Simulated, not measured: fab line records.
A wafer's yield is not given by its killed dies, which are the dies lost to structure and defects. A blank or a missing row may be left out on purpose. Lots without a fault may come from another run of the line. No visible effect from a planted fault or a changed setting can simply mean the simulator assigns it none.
fab line records	flow n5-finfet
record lots=6	wafers=18	last-day=20
route steps=1938 shown BEOL_M5@1119
lots that met no fault: from a run of the same line without faults
start-h: start of the lot's first displayed wafer, in hours after the record's first day	wait-h: hours from the lot's prior step to this one	" same as the row above	L1.1+2: a row that stands for several wafers	- no value, or no start was given	* or withheld: withheld	< > ~ a bound
route shown NAME@n: a module of which the file shows steps, and the number in the route of the first	usual: mean and standard deviation over wafers with no fault	same: alike in all rows	chamber/n: place in a boat	sites: each site's reading	_std_site: the standard deviation of these	_edge_site: outer sites' mean less inner sites'	radius-mm: how far each site lies from the wafer's centre	mask NAME#n: copy n	behind: the tool/chamber that last shaped the wafer	hold: reason for holding the lot/hours on hold/outcome of the hold	device: whichever transistor did not switch (one of n, p or np)	end of line: the same wafers' tests at the end of the route	a step with no rows: only its recipe	killed: count of dies lost to structure and defects at first sort (not the wafer's yield)	map: the dies of a wafer, with x for killed, . for not killed, _ for no die there
set.NAME: the setting that was run; set.NAME@STEP: the one run at that earlier step	model.NAME: the simulator's own value behind a step, which no gauge read
lots seen at some steps along the route; tables by step, rows by wafer
services: when a tool's chamber went out of use (start-h, in hours from the record's first day, below 0 if earlier), for how many hours, and the reason
## steps
# step N5_BEOL_M5_COAT_71
# recipe resist=underlayer	temp-c=205	time-s=60	spin-rpm=1500	resist-thk-nm=5
# step N5_BEOL_M5_COAT_05
# recipe resist=CAR-EUV	spin-rpm=1500	resist-thk-nm=30
# step N5_BEOL_M5_EBR_07
# recipe solvent=PGMEA	ebr-width-mm=1.5
# step N5_BEOL_M5_SOFTBAKE_06
# recipe temp-c=110	time-s=60	resist=CAR-EUV
# step N5_BEOL_M5_EXPOSE_08
# recipe mask-id=M5	na=0.33	source-shape=annular	sigma-inner=0.4	sigma-outer=0.8	polarization=unpolarized	target-cd-nm=28	dose-mj=35.75
# step N5_BEOL_M5_PEB_09
# recipe peb-temp-c=100	peb-time-s=60	resist=CAR-EUV
# step N5_BEOL_M5_DEVELOP_10
# recipe develop-time-s=30	developer=TMAH	resist=CAR-EUV	rinse-liquid=surfactant-rinse	dry=air-spin	dev-temp-c=23
# step N5_BEOL_M5_CD_MEAS_11
# recipe target-cd-nm=27.74	landing-energy-ev=500	detector=se-inlens
# usual cd-nm=28.08/0.25
lot.wafer	tool	chamber	start-h	wait-h	cd-nm
L954.1	cd-sem-03	0	230.41	-	28.15
L954.5	"	0	"	"	27.84
L954.6	"	0	"	"	28.29
L960.2	cd-sem-03	0	256.98	-	28.41
L960.4	"	0	"	"	28.12
L960.5	"	0	"	"	28.49
L962.2	cd-sem-02	0	267.79	-	28.45
L962.3	"	0	"	"	27.87
L962.5	"	0	"	"	28.36
L966.1	cd-sem-02	0	292.48	-	27.75
L966.4	"	0	"	"	28.13
L966.6	"	0	"	"	28.10
L971.3	cd-sem-03	0	327.12	-	27.95
L971.4	"	0	"	"	28.15
L971.6	"	0	"	"	28.31
L973.2	cd-sem-01	0	368.84	-	28.47
L973.3	"	0	"	"	28.31
L973.6	"	0	"	"	28.16
# step N5_BEOL_M5_OVL_MEAS_12
# recipe points-per-wafer=522
# usual M5_OVL=-0.4/0.77
lot.wafer	tool	chamber	start-h	wait-h	M5_OVL[nm]
L954.1	overlay-01	0	230.44	0.0	-1.4
L954.5	"	0	"	"	-1.5
L954.6	"	0	"	"	-0.4
L960.2	overlay-01	0	257.02	0.0	-0.4
L960.4	"	0	"	"	-0.8
L960.5	"	0	"	"	-0.5
L962.2	overlay-02	0	267.83	0.0	-0.6
L962.3	"	0	"	"	-1.5
L962.5	"	0	"	"	-1.5
L966.1	overlay-01	0	292.52	0.0	-1.5
L966.4	"	0	"	"	-0.8
L966.6	"	0	"	"	-1.0
L971.3	overlay-02	0	327.16	0.0	1.4
L971.4	"	0	"	"	-0.4
L971.6	"	0	"	"	-1.1
L973.2	overlay-02	0	368.87	0.0	-0.8
L973.3	"	0	"	"	-0.3
L973.6	"	0	"	"	-0.4
# step N5_BEOL_M5_INSPECT_13
# recipe mode=adi	inspect-instrument=brightfield
# usual raw-defect-count=434/90
lot.wafer	tool	chamber	start-h	wait-h	raw-defect-count
L954.1	defect-inspect-02	-	230.50	0.1	436
L954.5	"	-	"	"	408
L954.6	"	-	"	"	367
L960.2	defect-inspect-01	-	257.07	0.0	410
L960.4	"	-	"	"	346
L960.5	"	-	"	"	367
L962.2	defect-inspect-01	-	267.88	0.1	339
L962.3	"	-	"	"	230
L962.5	"	-	"	"	321
L966.1	defect-inspect-02	-	292.57	0.1	421
L966.4	"	-	"	"	388
L966.6	"	-	"	"	332
L971.3	defect-inspect-02	-	327.21	0.0	469
L971.4	"	-	"	"	593
L971.6	"	-	"	"	499
L973.2	defect-inspect-01	-	368.93	0.0	512
L973.3	"	-	"	"	352
L973.6	"	-	"	"	518
# step N5_BEOL_M5_DESCUM_16
# recipe chemistry=O2	time-s=7	source-power-w=50	bias-power-w=20	pressure-mtorr=20	rf-frequency-hz=2.712e+07	temp-c=40	resist=CAR-EUV	o2-flow-sccm=225
# usual bias-power-w=20.00/0.06	drypump-motor-current-A=5.8/0.43	o2-flow-sccm=224.9/0.59	oes-product-au=0.80/0.092	rf-vpp-V=242.7/1.2	showerhead-plenum-p-Torr=2.07/0.055	throttle-valve-pct=20.48/0.19
lot.wafer	tool	chamber	start-h	wait-h	bias-power-w	drypump-motor-current-A	o2-flow-sccm	oes-product-au	rf-hours-counter-h	rf-vpp-V	showerhead-plenum-p-Torr	throttle-valve-pct
L954.1	rie-diel-05	2	230.53	0.0	20.12	6.2	225.2	0.94	13	242.4	2.05	20.37
L954.5	"	2	"	"	19.99	6.2	225.1	0.94	-	241.3	2.05	20.36
L954.6	"	0	"	"	20.08	5.8	225.5	0.68	-	241.8	2.08	20.32
L960.2	rie-diel-02	1	257.10	0.0	20.09	5.6	225.8	0.74	174	242.5	2.00	20.74
L960.4	"	3	"	"	19.89	5.9	226.0	0.72	193	241.3	2.00	20.40
L960.5	"	2	"	"	20.03	6.1	225.2	0.85	-	241.8	2.04	20.48
L962.2	rie-diel-02	3	267.92	0.0	19.90	5.9	224.7	0.72	196	240.9	2.00	20.41
L962.3	"	2	"	"	19.95	6.0	225.7	0.85	81	240.7	2.04	20.47
L962.5	"	1	"	"	20.04	5.6	225.2	0.73	-	242.6	2.00	20.72
L966.1	rie-diel-02	2	292.61	0.0	19.98	6.1	224.6	0.83	88	241.9	2.03	20.51
L966.4	"	1	"	"	20.07	5.6	223.9	0.73	185	241.8	2.00	20.74
L966.6	"	3	"	"	20.05	5.9	225.5	0.71	-	241.2	2.00	20.43
L971.3	rie-diel-05	1	327.24	0.0	19.96	5.4	225.7	0.85	77	243.1	2.12	20.25
L971.4	"	3	"	"	20.00	6.4	226.3	0.73	-	244.2	2.07	20.75
L971.6	"	1	"	"	19.93	5.4	224.9	0.85	-	242.6	2.12	20.26
L973.2	rie-diel-05	3	369.22	0.3	20.07	6.4	225.6	0.71	208	243.1	2.06	20.78
L973.3	"	2	"	"	20.06	6.2	224.8	0.85	66	241.7	2.03	20.45
L973.6	"	2	"	"	19.98	6.2	224.4	0.85	-	241.1	2.03	20.46
# step N5_BEOL_M5_ETCH_72
# recipe chemistry=N2/H2	target=underlayer	target-depth-a=65	mask-material=CAR-EUV	time-s=5.2	ion-energy-ev=200	pressure-mtorr=30	source-w=840	bias-w=150	n2-flow-sccm=200	h2-flow-sccm=200	ends=cleared
# usual drypump-motor-current-A=5.8/0.43	etch-rf-on-time-s=5.18/0.087	n2-flow-sccm=200.0/0.63	oes-product-au=0.68/0.077	rf-vpp-V=523.4/2.2	showerhead-plenum-p-Torr=2.52/0.068	throttle-valve-pct=17.91/0.21
lot.wafer	tool	chamber	start-h	wait-h	drypump-motor-current-A	etch-rf-on-time-s	n2-flow-sccm	oes-product-au	rf-hours-counter-h	rf-vpp-V	showerhead-plenum-p-Torr	throttle-valve-pct
L954.1	rie-diel-05	2	230.58	0.0	6.2	5.14	199.4	0.81	13	522.9	2.49	17.71
L954.5	"	2	"	"	6.2	5.19	199.8	0.81	-	522.2	2.49	17.72
L954.6	"	0	"	"	5.8	5.40	200.0	0.58	-	524.0	2.51	17.79
L960.2	rie-diel-02	1	257.14	0.0	5.6	5.23	199.4	0.63	174	520.3	2.43	18.12
L960.4	"	3	"	"	5.9	5.17	199.0	0.62	193	521.6	2.43	17.95
L960.5	"	2	"	"	6.1	5.10	199.7	0.72	-	520.4	2.47	17.89
L962.2	rie-diel-02	3	267.95	0.0	5.9	5.11	200.2	0.62	196	522.6	2.43	17.95
L962.3	"	2	"	"	6.1	5.12	200.4	0.72	81	521.0	2.47	17.91
L962.5	"	1	"	"	5.6	5.22	200.0	0.63	-	522.2	2.43	18.15
L966.1	rie-diel-02	2	292.64	0.0	6.1	5.01	199.1	0.71	88	521.3	2.46	17.89
L966.4	"	1	"	"	5.6	5.17	199.4	0.63	185	521.1	2.42	18.16
L966.6	"	3	"	"	5.9	5.10	200.2	0.62	-	522.0	2.42	17.95
L971.3	rie-diel-05	1	327.28	0.0	5.4	5.10	200.5	0.71	77	524.6	2.58	17.71
L971.4	"	3	"	"	6.4	5.14	199.6	0.62	-	524.7	2.52	18.19
L971.6	"	1	"	"	5.4	5.20	200.7	0.72	-	523.9	2.58	17.69
L973.2	rie-diel-05	3	369.25	0.0	6.4	5.14	200.8	0.61	208	521.4	2.51	18.22
L973.3	"	2	"	"	6.2	5.11	200.1	0.72	66	523.1	2.47	17.82
L973.6	"	2	"	"	6.2	5.08	199.9	0.72	-	522.2	2.47	17.82
# step N5_BEOL_M5_ETCH_61
# recipe chemistry=CF4	target=SiARC	target-depth-a=156	mask-material=CAR-EUV	time-s=26	ion-energy-ev=80	pressure-mtorr=40	source-w=545	bias-w=36	Ar_flow_sccm=100	cf4-flow-sccm=100	ends=cleared
# usual drypump-motor-current-A=5.8/0.44	etch-rf-on-time-s=25.9/0.41	oes-product-au=0.68/0.077	rf-vpp-V=183.9/1.1	showerhead-plenum-p-Torr=2.12/0.054	throttle-valve-pct=15.64/0.22
lot.wafer	tool	chamber	start-h	wait-h	drypump-motor-current-A	etch-rf-on-time-s	oes-product-au	rf-hours-counter-h	rf-vpp-V	showerhead-plenum-p-Torr	throttle-valve-pct
L954.1	rie-diel-05	2	230.61	0.0	6.2	25.9	0.80	13	181.7	2.11	15.56
L954.5	"	2	"	"	6.2	25.9	0.81	-	184.3	2.11	15.56
L954.6	"	0	"	"	5.8	26.9	0.58	-	184.3	2.12	15.52
L960.2	rie-diel-02	1	257.16	0.0	5.6	25.5	0.64	174	183.3	2.04	15.82
L960.4	"	3	"	"	5.9	25.4	0.62	193	183.1	2.05	15.61
L960.5	"	2	"	"	6.1	25.3	0.72	-	183.0	2.08	15.61
L962.2	rie-diel-02	3	267.97	0.0	5.9	15.7	0.83	196	181.9	2.05	15.61
L962.3	"	2	"	"	6.1	25.2	0.72	81	184.1	2.08	15.61
L962.5	"	1	"	"	5.6	25.8	0.63	-	181.0	2.04	15.83
L966.1	rie-diel-02	2	292.66	0.0	6.0	25.6	0.71	88	184.7	2.08	15.63
L966.4	"	1	"	"	5.6	25.9	0.62	185	182.8	2.04	15.86
L966.6	"	3	"	"	5.9	16.0	0.82	-	182.8	2.04	15.62
L971.3	rie-diel-05	1	327.29	0.0	5.3	25.9	0.71	77	184.3	2.16	15.36
L971.4	"	3	"	"	6.4	25.9	0.63	-	184.5	2.13	15.95
L971.6	"	1	"	"	5.3	26.2	0.70	-	183.0	2.16	15.35
L973.2	rie-diel-05	3	369.27	0.0	6.4	25.7	0.62	208	184.7	2.12	16.00
L973.3	"	2	"	"	6.2	25.7	0.73	66	183.2	2.09	15.67
L973.6	"	2	"	"	6.2	25.7	0.73	-	183.9	2.09	15.65
# step N5_BEOL_M5_ETCH_62
# recipe chemistry=N2/H2	target=SOC	target-depth-a=750	overetch-a=150	mask-material=SiARC	temp-c=40	time-s=112.5	ion-energy-ev=200	pressure-mtorr=30	source-w=840	bias-w=150	n2-flow-sccm=200	h2-flow-sccm=200
# usual drypump-motor-current-A=5.8/0.44	n2-flow-sccm=200.0/0.56	oes-product-au=0.63/0.068	rf-vpp-V=523.2/2.1	showerhead-plenum-p-Torr=2.52/0.068	throttle-valve-pct=17.87/0.21
lot.wafer	tool	chamber	start-h	wait-h	drypump-motor-current-A	n2-flow-sccm	oes-product-au	rf-hours-counter-h	rf-vpp-V	showerhead-plenum-p-Torr	throttle-valve-pct
L954.1	rie-diel-05	2	230.65	0.0	6.2	200.2	0.74	13	520.2	2.49	17.68
L954.5	"	2	"	"	6.2	200.0	0.74	-	524.1	2.49	17.69
L954.6	"	0	"	"	5.8	200.0	0.55	-	524.4	2.51	17.74
L960.2	rie-diel-02	1	257.18	0.0	5.6	200.3	0.59	174	520.6	2.43	18.12
L960.4	"	3	"	"	5.9	199.8	0.57	193	520.8	2.43	17.90
L960.5	"	2	"	"	6.1	200.3	0.66	-	522.0	2.47	17.85
L962.2	rie-diel-02	3	268.00	0.0	5.9	199.3	0.57	196	520.0	2.43	17.90
L962.3	"	2	"	"	6.1	200.4	0.66	81	522.9	2.47	17.84
L962.5	"	1	"	"	5.6	199.0	0.59	-	522.1	2.43	18.12
L966.1	rie-diel-02	2	292.69	0.0	6.1	200.3	0.65	88	522.0	2.46	17.85
L966.4	"	1	"	"	5.6	200.0	0.58	185	520.9	2.42	18.13
L966.6	"	3	"	"	5.9	200.7	0.57	-	521.9	2.42	17.92
L971.3	rie-diel-05	1	327.32	0.0	5.4	199.2	0.67	77	525.1	2.58	17.65
L971.4	"	3	"	"	6.4	200.0	0.58	-	522.6	2.52	18.14
L971.6	"	1	"	"	5.4	199.9	0.67	-	522.5	2.58	17.65
L973.2	rie-diel-05	3	369.30	0.0	6.3	199.8	0.56	208	523.0	2.51	18.18
L973.3	"	2	"	"	6.2	200.3	0.67	66	520.7	2.47	17.80
L973.6	"	2	"	"	6.2	200.4	0.67	-	521.5	2.47	17.78
## services
tool	chamber	start-h	hours	kind
rie-diel-05	-	207.38	2.6	repair
rie-diel-05	1	213.83	14.7	repair
rie-diel-05	-	217.62	0.7	repair
rie-diel-05	3	227.96	6.0	repair
rie-diel-05	1	229.85	2.6	repair
rie-diel-02	-	241.35	2.8	pm
rie-diel-05	0	249.90	1.2	repair
rie-diel-02	3	250.98	4.4	repair
rie-diel-05	2	281.14	7.1	repair
rie-diel-02	0	294.77	12.3	repair
rie-diel-05	3	315.21	3.1	repair
rie-diel-05	0	321.37	-	clean
rie-diel-05	0	321.37	-	consumable-replace:focus-ring
rie-diel-05	0	321.37	26.0	scheduled-down
rie-diel-05	0	321.37	26.0	vent-cycle
rie-diel-02	2	322.19	4.5	repair
rie-diel-05	-	329.22	0.3	repair
rie-diel-02	-	332.96	1.8	repair
rie-diel-02	0	350.85	2.9	repair
rie-diel-02	-	368.45	4.3	pm
## key
first-sign step=N5_BEOL_M5_ETCH_61	reading=etch-rf-on-time-s	direction=down	sigmas=24	usual=*	struck=*
effect none on later readings
met-at N5_BEOL_M5_ETCH_61
struck-wafers L962.2,L966.6
onset-between 257.16 267.97
fault kind=process-parameter-drift	tool=rie-diel-02	chamber=3	onset-h=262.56	steps=N5_BEOL_M5_ETCH_61	channel=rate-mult	offset=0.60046	shape=step	end-h=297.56
